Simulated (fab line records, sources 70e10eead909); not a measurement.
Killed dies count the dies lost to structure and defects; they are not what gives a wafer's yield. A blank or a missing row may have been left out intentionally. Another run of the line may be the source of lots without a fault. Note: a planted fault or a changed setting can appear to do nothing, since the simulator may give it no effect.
fab line records	flow nand_harc
record: lots: 5	wafers: 15	last_day: 33
route steps=1302 shown A_BONDPAD@1219 HYBRID_BOND@1237 THIN_TSV@1244 END@1302
lots that met no fault: taken from a fault-free run of the same line
start_h: hours from the record's opening day to when the first of the lot's shown wafers began	wait_h: hours since the lot's step before	" as in the row above	L1.1+2: one row covering several wafers at once	- value missing, or start not given	* or withheld: withheld	< > ~ a bound
route shown NAME@n: NAME is a module with steps in the file, n the number in the route of the first one	usual: the fault-free wafers' mean and standard deviation	same: alike in all rows	chamber/n: place in a boat	sites: per-site readings	_std_site: their standard deviation	_edge_site: inner sites' mean taken away from outer sites' mean	radius_mm: how far each site lies from the wafer's centre	mask NAME#n: copy n	behind: the tool/chamber that last shaped the wafer	hold: why the lot went on hold/how many hours it stayed there/how the hold came to an end	device: the transistor (n, p or np) that didn't switch	end of line: at the end of the route, the tests of the same wafers	a step without rows: its recipe alone	killed: dies lost to structure and defects at the first sort, not the wafer's yield	map: a wafer's dies, marking killed ones x, the rest . and places with no die _
set.NAME: the setting that was run; set.NAME@STEP: the one run at that earlier step	model.NAME: the simulator's own value behind a step, which no gauge read
lots at some steps of the route; a table a step, a row a wafer
services: from which hour (start_h, from the record's first day; less than 0 if before it) a tool's chamber was out of use, for how many hours, and why
== steps ==
step: NHARC_A_BONDPAD_ETCH_34
recipe: target_depth_a: 600	overetch_a: 180	time_s: 65.91	ion_energy_ev: 200	n2_flow_sccm: 150	h2_flow_sccm: 150	ar_flow_sccm: 0	rf_w: 400	bias_w: 150	chemistry: N2/H2
usual: bias_w: 150.0/0.45	drypump_motor_current_A: 6.0/0.36	mfc_ar_sccm: 0.010/0.013	oes_product_au: 1.002/0.007	rf_vpp_V: 431/3.1	showerhead_plenum_p_Torr: 2.06/0.11	throttle_valve_pct: 14.172/0.0097
lot.wafer	tool	chamber	start_h	wait_h	bias_w	drypump_motor_current_A	mfc_ar_sccm	oes_product_au	rf_hours_counter_h	rf_vpp_V	showerhead_plenum_p_Torr	throttle_valve_pct
L677.3	rie_diel-04	2	551.95	0.1	150.3	5.9	0.035	1.005	0	431	2.03	14.156
L677.5	"	3	"	"	150.1	5.6	0	1.008	-	434	2.15	14.177
L677.4	"	0	"	"	149.9	6.6	0.000	1.005	-	425	1.91	14.177
L676.4	rie_diel-04	0	557.93	0.1	149.8	6.6	0.000	0.999	0	427	1.91	14.164
L676.2	"	2	"	"	149.9	5.8	0.035	1.003	0	431	2.03	14.174
L676.6	"	3	"	"	150.5	5.6	0	0.992	-	434	2.15	14.164
L684.2	rie_diel-04	0	647.17	0.1	150.0	6.5	0.000	1.009	3	426	1.91	14.159
L684.1	"	2	"	"	149.8	5.9	0.035	1.011	3	430	2.03	14.174
L684.5	"	0	"	"	149.6	6.6	0.000	0.996	-	426	1.91	14.161
L696.1	rie_diel-04	1	745.12	0.1	149.6	5.9	0.018	1.003	2	435	2.20	14.179
L696.4	"	2	"	"	149.7	5.9	0.035	0.996	2	431	2.03	14.184
L696.6	"	1	"	"	149.9	5.9	0.018	0.994	-	434	2.20	14.171
L695.2	rie_diel-13	2	746.89	0.1	149.9	6.0	0.013	1.001	16	430	2.01	14.179
L695.1	"	3	"	"	150.2	6.6	0	1.009	16	427	1.91	14.176
L695.4	"	0	"	"	150.5	6.0	0	1.002	15	429	2.02	14.174
step: NHARC_A_BONDPAD_ETCH_12
recipe: target_depth_a: 2200	time_s: 110	chf3_flow_sccm: 50	o2_flow_sccm: 10	ar_flow_sccm: 200	rf_w: 500	bias_w: 200	chemistry: CHF3/O2
step: NHARC_A_BONDPAD_CD_MEAS_13
usual: cd_nm: 499.8/1.7
lot.wafer	tool	chamber	start_h	wait_h	cd_nm
L677.3	cd_sem-03	-	552.20	-	499.5
L677.4	"	-	"	"	499.0
L677.5	"	-	"	"	500.6
L676.2	cd_sem-02	-	558.15	-	501.0
L676.4	"	-	"	"	500.9
L676.6	"	-	"	"	499.9
L684.1	cd_sem-02	-	647.40	-	501.6
L684.2	"	-	"	"	500.5
L684.5	"	-	"	"	502.1
L696.1	cd_sem-01	-	745.34	-	497.9
L696.4	"	-	"	"	498.9
L696.6	"	-	"	"	499.0
L695.1	cd_sem-03	-	747.12	-	498.6
L695.2	"	-	"	"	497.6
L695.4	"	-	"	"	498.2
step: NHARC_A_BONDPAD_STRIP_15
recipe: o2_flow_sccm: 500	ar_flow_sccm: 0	bias_w: 0	chemistry: O2
usual: drypump_motor_current_A: 6.0/0.32	mfc_ar_sccm: 0.009/0.012	oes_product_au: 1.000/0.0063	rf_vpp_V: 57.8/0.93	showerhead_plenum_p_Torr: 3.53/0.14	throttle_valve_pct: 17.036/0.0088
same: bias_w: 0
lot.wafer	tool	chamber	start_h	wait_h	drypump_motor_current_A	mfc_ar_sccm	oes_product_au	rf_hours_counter_h	rf_vpp_V	showerhead_plenum_p_Torr	throttle_valve_pct
L677.3	rie_diel-10	3	552.30	0.1	5.8	0.001	1.001	19	58.1	3.44	17.045
L677.4	"	0	"	"	6.2	0	0.994	18	57.1	3.60	17.048
L677.5	"	2	"	"	6.3	0.017	1.001	-	56.6	3.48	17.040
L676.4	rie_diel-10	3	558.26	0.1	5.8	0.001	1.000	20	56.3	3.44	17.033
L676.2	"	0	"	"	6.1	0	1.011	19	57.7	3.60	17.044
L676.6	"	2	"	"	6.3	0.017	1.002	-	57.7	3.48	17.047
L684.1	rie_diel-10	0	647.50	0.1	6.2	0	1.003	10	58.3	3.59	17.046
L684.2	"	1	"	"	5.7	0	0.989	5	57.4	3.45	17.025
L684.5	"	2	"	"	6.3	0.017	0.990	-	57.5	3.47	17.030
L696.1	rie_diel-10	3	745.43	0.1	5.8	0.001	1.002	24	57.7	3.42	17.024
L696.4	"	1	"	"	5.7	0	1.000	25	57.8	3.44	17.026
L696.6	"	2	"	"	6.3	0.017	0.999	-	57.8	3.47	17.040
L695.2	rie_diel-13	1	747.20	0.1	6.4	0.011	1.011	14	58.4	3.77	17.032
L695.1	"	2	"	"	6.0	0.013	0.990	16	57.5	3.49	17.024
L695.4	"	3	"	"	6.6	0	0.994	16	57.6	3.33	17.038
step: NHARC_A_BONDPAD_ETCH_24
recipe: target_depth_a: 300	over_etch_frac: 0.3	time_s: 72.99	ion_energy_ev: 150	cf4_flow_sccm: 50	n2_flow_sccm: 100	ar_flow_sccm: 150	rf_w: 300	bias_w: 100	chemistry: CF4/N2
step: NHARC_A_BONDPAD_STRIP_16
recipe: time_s: 600	temp_c: 30	chemistry: post_etch_residue_remover
step: NHARC_A_BONDPAD_DEGAS_25
recipe: temp_c: 300	time_s: 60
step: NHARC_A_BONDPAD_PRE_CLEAN_26
recipe: time_s: 30	temp_c: 280	gas: H2/He
usual: heater_power_w: 401/42
lot.wafer	tool	chamber	start_h	wait_h	heater_power_w
L677.4	pvd_sputter-02	-	-	-	437
L677.3	"	-	"	"	437
L677.5	"	-	"	"	436
L676.4	pvd_sputter-03	-	-	-	424
L676.2	"	-	"	"	388
L676.6	"	-	"	"	443
L684.2	pvd_sputter-03	-	-	-	397
L684.1	"	-	"	"	430
L684.5	"	-	"	"	394
L696.4	pvd_sputter-01	-	-	-	429
L696.1	"	-	"	"	372
L696.6	"	-	"	"	373
L695.4	pvd_sputter-01	-	-	-	416
L695.2	"	-	"	"	310
L695.1	"	-	"	"	377
step: NHARC_A_BONDPAD_PVD_17
recipe: target_thk_a: 50	bias_v: 168.6	power_w: 15000	chamber_pressure_pa: 0.12	time_s: 8.06	substrate_temp_c: 50	material: TaN
step: NHARC_A_BONDPAD_PVD_27
recipe: target_thk_a: 300	chamber_pressure_pa: 5	power_w: 5000	substrate_temp_c: 30	time_s: 20.49	material: Cu
usual: cathode_dc_power_W: 5000.1/0.9	throttle_valve_pct: 30.2/1.1
lot.wafer	tool	chamber	start_h	wait_h	cathode_dc_power_W	throttle_valve_pct
L677.3	pvd_sputter-02	-	-	-	4999.2	30.3
L677.4	"	-	"	"	5001.5	27.9
L677.5	"	-	"	"	4998.6	30.6
L676.2	pvd_sputter-03	-	-	-	5000.1	30.4
L676.4	"	-	"	"	5000.2	31.8
L676.6	"	-	"	"	4998.5	31.9
L684.1	pvd_sputter-03	-	-	-	5000.8	28.9
L684.2	"	-	"	"	4998.6	32.0
L684.5	"	-	"	"	5000.2	28.7
L696.4	pvd_sputter-01	-	-	-	5000.3	30.1
L696.1	"	-	"	"	5000.5	29.5
L696.6	"	-	"	"	4999.8	30.3
L695.4	pvd_sputter-01	-	-	-	5001.1	30.2
L695.2	"	-	"	"	5000.5	29.3
L695.1	"	-	"	"	5000.0	30.9
step: NHARC_A_BONDPAD_ECD_18
recipe: target_thk_a: 4000	bath_temp_c: 25	material: Cu
step: NHARC_A_BONDPAD_ANNEAL_28
recipe: temp_c: 225	time_s: 90
step: NHARC_A_BONDPAD_CMP_19
recipe: t_overpolish_s: 30	cu_recess_touch_s: 16	target_thk_nm: 169.82
usual: motor_current_A: 12.6/0.85	overpolish_run_s: 30.001/0.0088
lot.wafer	tool	chamber	start_h	wait_h	motor_current_A	overpolish_run_s
L677.4	cmp-03	1	553.95	-	13.0	30.007
L677.3	"	2	"	"	11.9	29.996
L677.5	"	0	"	"	12.5	30.003
L676.2	cmp-01	3	559.86	-	12.1	29.998
L676.4	"	0	"	"	12.2	30.006
L676.6	"	0	"	"	13.0	30.006
L684.1	cmp-01	1	649.15	-	13.4	30.009
L684.2	"	3	"	"	13.2	30.011
L684.5	"	1	"	"	13.6	30.002
L696.1	cmp-04	0	747.26	-	13.2	29.999
L696.4	"	3	"	"	13.0	29.996
L696.6	"	1	"	"	11.1	30.002
L695.2	cmp-03	1	749.15	-	12.9	30.012
L695.4	"	3	"	"	15.5	30.003
L695.1	"	0	"	"	12.7	29.988
step: NHARC_A_BONDPAD_THK_MEAS_20
recipe: thk_meas_gauge: xrf
usual: thk_nm: 169.5/1.3
lot.wafer	tool	chamber	start_h	wait_h	thk_nm
L677.3	film_metro-02	-	554.25	-	169.9
L677.4	"	-	"	"	169.8
L677.5	"	-	"	"	169.5
L676.2	film_metro-02	-	560.18	-	169.9
L676.4	"	-	"	"	168.5
L676.6	"	-	"	"	169.1
L684.1	film_metro-01	-	649.47	-	168.4
L684.2	"	-	"	"	168.5
L684.5	"	-	"	"	167.8
L696.1	film_metro-01	-	747.58	-	171.4
L696.4	"	-	"	"	169.8
L696.6	"	-	"	"	170.4
L695.1	film_metro-02	-	749.48	-	169.2
L695.2	"	-	"	"	167.5
L695.4	"	-	"	"	169.7
step: NHARC_A_BONDPAD_SRD_21
recipe: time_s: 30	temp_c: 23	dry_time_s: 20	spin_rpm: 1500
step: NHARC_A_BONDPAD_INSPECT_23
usual: raw_defect_count: 598/150
lot.wafer	tool	chamber	start_h	wait_h	raw_defect_count
L677.3	defect_inspect-01	-	554.45	0.0	538
L677.4	"	-	"	"	479
L677.5	"	-	"	"	702
L676.2	defect_inspect-02	-	560.41	0.0	552
L676.4	"	-	"	"	589
L676.6	"	-	"	"	855
L684.1	defect_inspect-02	-	649.70	0.0	914
L684.2	"	-	"	"	386
L684.5	"	-	"	"	793
L696.1	defect_inspect-02	-	747.78	0.0	443
L696.4	"	-	"	"	378
L696.6	"	-	"	"	366
L695.1	defect_inspect-01	-	749.68	0.0	404
L695.2	"	-	"	"	440
L695.4	"	-	"	"	395
step: NHARC_HYBRID_BOND_ACTIVATE_00
recipe: time_s: 60	n2_flow_sccm: 200	ar_flow_sccm: 0	bias_power_w: 0	chemistry: N2
usual: drypump_motor_current_A: 5.8/0.36	mfc_ar_sccm: 0.004/0.008	oes_product_au: 0.995/0.0076	rf_vpp_V: 64.3/0.88	showerhead_plenum_p_Torr: 1.79/0.083
same: bias_power_w: 0
lot.wafer	tool	chamber	start_h	wait_h	drypump_motor_current_A	mfc_ar_sccm	oes_product_au	rf_hours_counter_h	rf_vpp_V	showerhead_plenum_p_Torr
L677.4	rie_diel-12	2	554.51	0.1	6.3	0	1.002	40	63.5	1.73
L677.3	"	1	"	"	6.2	0	1.003	37	63.5	1.91
L677.5	"	3	"	"	5.9	0	0.998	-	65.5	1.89
L676.2	rie_diel-03	3	560.48	0.1	6.2	0	0.995	35	63.2	1.74
L676.4	"	1	"	"	5.2	0	1.007	32	63.8	1.89
L676.6	"	3	"	"	6.2	0	0.998	-	64.5	1.74
L684.1	rie_diel-11	3	649.77	0.1	5.4	0	0.996	3	64.3	1.80
L684.2	"	1	"	"	5.6	0	0.988	3	65.0	1.83
L684.5	"	3	"	"	5.4	0	0.998	-	64.8	1.80
L696.1	rie_diel-11	2	747.84	0.1	6.1	0.020	0.989	11	65.0	1.86
L696.4	"	2	"	"	6.1	0.020	0.988	-	64.6	1.86
L696.6	"	1	"	"	5.5	0	0.983	-	63.9	1.82
L695.1	rie_diel-11	2	749.74	0.1	6.1	0.020	0.991	12	63.4	1.86
L695.2	"	1	"	"	5.7	0	0.994	13	63.9	1.82
L695.4	"	2	"	"	6.1	0.020	1.001	-	63.4	1.86
step: NHARC_HYBRID_BOND_PRECLEAN_01
recipe: time_s: 300	temp_c: 23	chemistry: DIW
step: NHARC_HYBRID_BOND_SRD_02
recipe: time_s: 30	temp_c: 23	dry_time_s: 20	spin_rpm: 1500
step: NHARC_HYBRID_BOND_BOND_03
recipe: temp_c: 25
step: NHARC_HYBRID_BOND_ANNEAL_04
recipe: temp_c: 300	time_s: 7200	ramp_up_c_per_min: 5	ramp_down_c_per_min: 3	idle_temp_c: 100	pressure_atm: 1
step: NHARC_HYBRID_BOND_OVL_MEAS_05
usual: overlay_x_nm: -2/34	overlay_y_nm: 4/29
lot.wafer	tool	chamber	start_h	wait_h	overlay_x_nm	overlay_y_nm
L677.3	overlay-01	-	565.43	0.4	-1	-9
L677.4	"	-	"	"	40	-32
L677.5	"	-	"	"	-29	-12
L676.2	overlay-01	-	569.32	0.4	3	28
L676.4	"	-	"	"	-21	-52
L676.6	"	-	"	"	30	-5
L684.1	overlay-01	-	659.44	0.4	-19	-57
L684.2	"	-	"	"	-6	2
L684.5	"	-	"	"	-20	27
L696.1	overlay-02	-	754.60	0.4	25	5
L696.4	"	-	"	"	-38	-8
L696.6	"	-	"	"	24	20
L695.1	overlay-02	-	759.40	0.4	2	6
L695.2	"	-	"	"	54	62
L695.4	"	-	"	"	-3	-12
step: NHARC_THIN_TSV_GRIND_00
recipe: target_thk_um: 6
step: NHARC_THIN_TSV_CMP_01
recipe: target_thk_um: 3
step: NHARC_THIN_TSV_THK_MEAS_02
recipe: thk_meas_gauge: ir
usual: thk_nm: 2950/250
lot.wafer	tool	chamber	start_h	wait_h	thk_nm
L677.3	film_metro-01	-	567.13	0.2	2758
L677.4	"	-	"	"	2966
L677.5	"	-	"	"	2815
L676.2	film_metro-01	-	572.19	-	2984
L676.4	"	-	"	"	3109
L676.6	"	-	"	"	2943
L684.1	film_metro-02	-	662.48	-	2959
L684.2	"	-	"	"	3583
L684.5	"	-	"	"	3195
L696.1	film_metro-02	-	757.48	0.2	2916
L696.4	"	-	"	"	3051
L696.6	"	-	"	"	2635
L695.1	film_metro-02	-	761.07	-	2681
L695.2	"	-	"	"	2794
L695.4	"	-	"	"	2784
step: NHARC_THIN_TSV_SRD_03
step: NHARC_THIN_TSV_PRECLEAN_41
recipe: time_s: *	temp_c: 50	bath_age_min: 0	chemistry: SC1
step: NHARC_THIN_TSV_SRD_42
step: NHARC_THIN_TSV_DEP_43
recipe: target_thk_a: 13285	temp_c: withheld	pressure_torr: 6.5	rf_w: 900	teos_flow_sccm: 161.4	flow_sccm: 2650	target_thk_nm: 1328.5	gas: O2	material: SiO2
step: NHARC_THIN_TSV_DEHYDRATE_04
recipe: temp_c: 150	time_s: 120
step: NHARC_THIN_TSV_HMDS_05
recipe: time_s: 30
step: NHARC_THIN_TSV_COAT_06
recipe: spin_rpm: *
step: NHARC_THIN_TSV_SOFTBAKE_07
recipe: temp_c: 122	time_s: 95
step: NHARC_THIN_TSV_EBR_08
step: NHARC_THIN_TSV_EXPOSE_09
recipe: na: 0.55	dose_mj: 30.7	mask_id: TSV
step: NHARC_THIN_TSV_PEB_10
recipe: peb_temp_c: 118	peb_time_s: 85
step: NHARC_THIN_TSV_DEVELOP_11
recipe: time_s: 70
step: NHARC_THIN_TSV_CD_MEAS_12
recipe: target_cd_nm: 1000	landing_energy_ev: 500
usual: cd_nm: 1000.9/1.5
lot.wafer	tool	chamber	start_h	wait_h	cd_nm
L677.3	cd_sem-02	0	568.18	-	999.2
L677.4	"	0	"	"	997.3
L677.5	"	0	"	"	998.0
L676.2	cd_sem-02	0	573.25	-	1001.9
L676.4	"	0	"	"	1002.4
L676.6	"	0	"	"	1001.9
L684.1	cd_sem-01	0	663.54	-	999.6
L684.2	"	0	"	"	999.9
L684.5	"	0	"	"	1001.0
L696.1	cd_sem-01	0	758.66	-	1001.4
L696.4	"	0	"	"	1001.3
L696.6	"	0	"	"	1001.1
L695.1	cd_sem-01	0	762.00	-	1001.3
L695.2	"	0	"	"	999.3
L695.4	"	0	"	"	1001.8
step: NHARC_THIN_TSV_HARDBAKE_13
recipe: temp_c: 125	time_s: 80
step: NHARC_END_SORT_01
recipe: temp_c: 25
usual: defect_limited_yield: 91.6/2.6	killed_at_array: 51/17	killed_at_other: 1.6/2.1	killed_at_periphery: 4/3.2	killed_dies: 57/18	killed_open: 2.9/1.7	killed_short: 2.3/1.3	sort_bin_2_pct: 3.0/1.2	sort_bin_3_pct: 0.7/0.43	sort_bin_4_pct: 4.7/1.4	sort_n_pass: 620/18	sort_rim_yield_pct: 87/4.8	sort_yield_pct: 91.6/2.6
same: gross_dies: 677	sort_bin_5_pct[%]: 0	sort_bin_6_pct[%]: 0	sort_bin_7_pct[%]: 0	sort_bin_8_pct[%]: 0	sort_rim_n_gross: 106.00
lot.wafer	tool	chamber	start_h	wait_h	defect_limited_yield[%]	killed_at_array	killed_at_other	killed_at_periphery	killed_dies	killed_open	killed_short	sort_bin_2_pct[%]	sort_bin_3_pct[%]	sort_bin_4_pct[%]	sort_n_pass	sort_rim_yield_pct[%]	sort_yield_pct[%]
L684.1	prober-01	0	683.60	2.5	54.2	308	0	2	310	0	1	17.9	3.5	24.4	367	50	54.2
L684.5	prober-01	0	686.83	3.7	53.2	315	0	2	317	1	0	17.1	3.0	26.7	360	50	53.2
killed by level:class
L684.1 A_BONDPAD:unspecified=291 A_CHANNEL_HOLE_D1:chamber_film_flake=5 A_CONTACT:chamber_film_flake=4 A_CHANNEL_HOLE_D2:chamber_film_flake=3 A_SLIT:chamber_film_flake=2 A_CHANNEL_FILL_D1:geometric_particle:short=1 P_M1:chamber_film_flake=1 P_M2:chamber_film_flake=1
L684.5 A_BONDPAD:unspecified=300 A_CONTACT:chamber_film_flake=7 A_CHANNEL_HOLE_D1:chamber_film_flake=4 A_DECK1_JOINT:chamber_film_flake=2 A_BLC:geometric_particle:open=1 P_M1:chamber_film_flake=1 P_M2:chamber_film_flake=1 A_STAIRCASE:chamber_film_flake=1
map L684.5 (x killed, . not)
____________x____________
_________.xx..xx_________
_______...xxxxxxx._______
______..x..xxx.x.xx______
_____xx..x..xx.x.xxx_____
____..x....xx.xxxx.x.____
____x.x.x.x.....x....____
___..xxx..xx...xx..x.x___
___x..x.xx..xx.x.x....___
__.xx.xx....xxxxx...x..__
__.xx.x..xxx.x..x.x..x.__
_x...x..x...x.xx....x.xx_
_x.x.....x........xxxx.._
_..xxx.x...xx.xxx.x.xxx._
_x..x.....x.xxxxxxx.xxx._
_xx........x...xxxxx...x_
xx..........xx..xxx.x...x
xxx..x...x.x.x.....x.....
.x.x........xxxx...x..xxx
..xxxx..xxx......xxx.x.xx
.x...xxx.x..x....xx.x..xx
_.x.x.xxx.xx.x..xx.xxxx._
_x.xx.....x.x.x..x.x...._
_x..xx..xx..x.xx..x..x.x_
_..xx..xx.x.....xx.x...x_
_x.xx..xxx.xx.xx.x.xx.x._
__xx..x.xx.xx....xx..xx__
__x..xx......xxxxx.x.xx__
___.x.x..x.xx.xxxx.x.x___
___.xx.x.xxx.xx..xx...___
____x.x..x..xxx.x..xx____
____.xx.x..xx.xx.....____
_____x.xxx.x.xxx..x._____
______.xx......xx..______
_______x.xxx..xx.x_______
_________...x.x._________
____________.____________
map L676.6 (x killed, . not)
____________.____________
_________......._________
_______..........._______
______.............______
_____..............._____
____.................____
____.................____
___............x......___
___...................___
__.....................__
__..x..................__
_......................._
_......................x_
_......................._
_......x................_
_......................._
......................x.x
.....x.................xx
......................x..
.....................x..x
....................x..x.
_....................xx._
_......................x_
_..............x........_
_......................._
_......................._
__.....................__
__...............xx....__
___............x.x....___
___..........x.xxxxxx.___
____............xxxx.____
____..........xxxxxx.____
_____.......x..xxxxx_____
______........xxxxx______
_______.......xx.x_______
_________......x_________
____________.____________
== services ==
tool	chamber	start_h	hours	kind
rie_diel-04	1	529.87	22.4	repair
rie_diel-04	-	531.90	9.0	pm
pvd_sputter-03	-	533.59	10.0	pm
cmp-01	-	534.57	1.1	repair
cmp-03	-	536.15	0.5	repair
pvd_sputter-02	-	556.01	3.3	repair
cmp-03	-	556.38	4.0	pm
cmp-01	-	564.83	2.3	repair
cmp-03	-	570.44	0.3	repair
pvd_sputter-01	-	583.27	10.0	pm
cmp-01	-	584.13	4.0	pm
cmp-03	-	587.79	74.2	repair
rie_diel-10	-	596.72	9.0	pm
rie_diel-11	-	609.50	9.0	pm
rie_diel-10	1	624.97	18.9	repair
rie_diel-10	3	634.00	16.1	repair
rie_diel-04	2	688.30	27.4	repair
rie_diel-04	-	696.15	1.1	repair
rie_diel-04	-	708.90	9.0	pm
pvd_sputter-03	-	711.59	10.0	pm
rie_diel-04	-	724.52	0.5	repair
rie_diel-10	2	725.64	14.7	repair
rie_diel-11	0	731.73	21.5	repair
pvd_sputter-03	-	745.91	6.2	repair
== key ==
first_sign: step: NHARC_END_SORT_01	reading: killed_at_array	direction: up	sigmas: 15	usual: 51	struck: 312
effect: step: NHARC_END_SORT_01	reading: defect_limited_yield	direction: down	sigmas: 15	usual: 91.6	struck: 53.7
more_kills_born_at: NHARC_A_BONDPAD_CMP_19@cmp-01: 591
met_at NHARC_A_BONDPAD_CMP_19
struck_wafers L684.1,L684.5
fault: kind: chamber_particle_source	tool: cmp-01	chamber: 1	onset_h: 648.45	steps: NHARC_A_BONDPAD_CMP_19	rate_per_visit_cm2: 0.66506	end_h: 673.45
